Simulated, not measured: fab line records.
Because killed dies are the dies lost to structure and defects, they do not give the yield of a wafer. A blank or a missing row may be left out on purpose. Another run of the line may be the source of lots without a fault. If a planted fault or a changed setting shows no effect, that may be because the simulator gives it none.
Check of tool commonality    flow nandHarc    Sampled: 11 lots, 33 wafers

WHAT PROMPTED THE OPENING
At NHARC_P_CONTACT_CD_MEAS_12 the reading cdNm is flagged on 1 of 11 lots. Wafers without a fault read 89.7 nm, standard deviation 0.72.
Rule: a lot is flagged when every wafer of it that has a number lies more than 4 standard deviations from that mean, or none has a number. The rest of the lots are taken to be sound.

lot   measured      on        cdNm (nm), wafer by wafer  flag
L144  day 5 16:35   cdSem-03  90.1 89.7 90.7             
L145  day 5 22:50   cdSem-03  90.0 89.8 88.9             
L147  day 6 06:57   cdSem-02  84.2 84.7 84.2             FLAGGED
L154  day 8 07:57   cdSem-01  89.7 89.6 90.7             
L156  day 8 22:10   cdSem-03  88.4 88.6 90.0             
L158  day 9 09:10   cdSem-02  88.9 89.2 88.2             
L160  day 9 15:32   cdSem-02  90.0 89.7 89.2             
L159  day 9 17:10   cdSem-01  89.6 89.6 89.8             
L164  day 10 15:13  cdSem-02  90.0 90.1 91.3             
L163  day 10 15:37  cdSem-01  89.5 89.1 88.6             
L166  day 11 06:48  cdSem-03  89.1 88.9 90.0             
On average the flagged lots' numbers are 84.4 nm, which is -5.3 nm against the usual, or -7 standard deviations.

LOT BY LOT: THE TOOL USED
The record holds 2 process steps before the reading, out of a route of 1159 steps. In each cell: the tool, then ch and the chambers that the sampled wafers went through, then the start.
lot   flag     NHARC_P_GATE_DEGAS_109       NHARC_P_CONTACT_EXPOSE_09
L144           pvdSputter-01, day 5 14:02   arfiScanner-03 ch 0, day 5 16:27
L145           pvdSputter-01, day 5 20:13   arfiScanner-02 ch 0, day 5 22:41
L147  FLAGGED  pvdSputter-03, day 6 04:31   arfiScanner-03 ch 0, day 6 06:49
L154           pvdSputter-01, day 8 05:23   arfiScanner-02 ch 0, day 8 07:49
L156           pvdSputter-01, day 8 19:43   arfiScanner-03 ch 0, day 8 22:02
L158           pvdSputter-02, day 9 06:38   arfiScanner-03 ch 0, day 9 09:02
L160           pvdSputter-03, day 9 12:40   arfiScanner-03 ch 0, day 9 15:24
L159           pvdSputter-01, day 9 13:50   arfiScanner-02 ch 0, day 9 17:02
L164           pvdSputter-02, day 10 11:59  arfiScanner-02 ch 0, day 10 15:05
L163           pvdSputter-02, day 10 12:32  arfiScanner-03 ch 0, day 10 15:28
L166           pvdSputter-03, day 11 04:13  arfiScanner-02 ch 0, day 11 06:40
What these steps do:
- NHARC_P_GATE_DEGAS_109: time 60 s.
- NHARC_P_CONTACT_EXPOSE_09: exposes mask P CA, target cd 90 nm.
- NHARC_P_CONTACT_CD_MEAS_12: target cd 90 nm.

FLAGGED AGAINST TOTAL, ONE TOOL AT A TIME (gauges that did the reading follow at the end)
step                        tool            lots run  flagged  share of the flagged lots  sound lots run after its first flagged lot
NHARC_P_GATE_DEGAS_109      pvdSputter-01   5         0        none                       -
NHARC_P_GATE_DEGAS_109      pvdSputter-02   3         0        none                       -
NHARC_P_GATE_DEGAS_109      pvdSputter-03   3         1        all                        2 (L160,L166)
NHARC_P_CONTACT_EXPOSE_09   arfiScanner-02  5         0        none                       -
NHARC_P_CONTACT_EXPOSE_09   arfiScanner-03  6         1        all                        4 (L156,L158,L160,L163)
NHARC_P_CONTACT_CD_MEAS_12  cdSem-01        3         0        none                       -
NHARC_P_CONTACT_CD_MEAS_12  cdSem-02        4         1        all                        3 (L158,L160,L164)
NHARC_P_CONTACT_CD_MEAS_12  cdSem-03        4         0        none                       -

WHAT THE TABLE ALLOWS
Rows of the table that ran every flagged lot, 3 in all: pvdSputter-03 at NHARC_P_GATE_DEGAS_109, arfiScanner-03 at NHARC_P_CONTACT_EXPOSE_09, cdSem-02 at NHARC_P_CONTACT_CD_MEAS_12.
- pvdSputter-03 at NHARC_P_GATE_DEGAS_109: 1 of its 3 lots flagged. Sound lots ran on it after the first flagged one (L160, L166), which a lasting fault on the whole tool wouldn't allow.
- arfiScanner-03 at NHARC_P_CONTACT_EXPOSE_09: 1 of its 6 lots flagged. Sound lots ran on it after the first flagged one (L156, L158, L160, L163), which a lasting fault on the whole tool wouldn't allow.
- cdSem-02 at NHARC_P_CONTACT_CD_MEAS_12: 1 of its 4 lots flagged. Sound lots ran on it after the first flagged one (L158, L160, L164), which a lasting fault on the whole tool wouldn't allow.
There is no row in the table that ran each flagged lot and no sound lot after the first.

WHAT THE SIMULATOR HAD INSERTED
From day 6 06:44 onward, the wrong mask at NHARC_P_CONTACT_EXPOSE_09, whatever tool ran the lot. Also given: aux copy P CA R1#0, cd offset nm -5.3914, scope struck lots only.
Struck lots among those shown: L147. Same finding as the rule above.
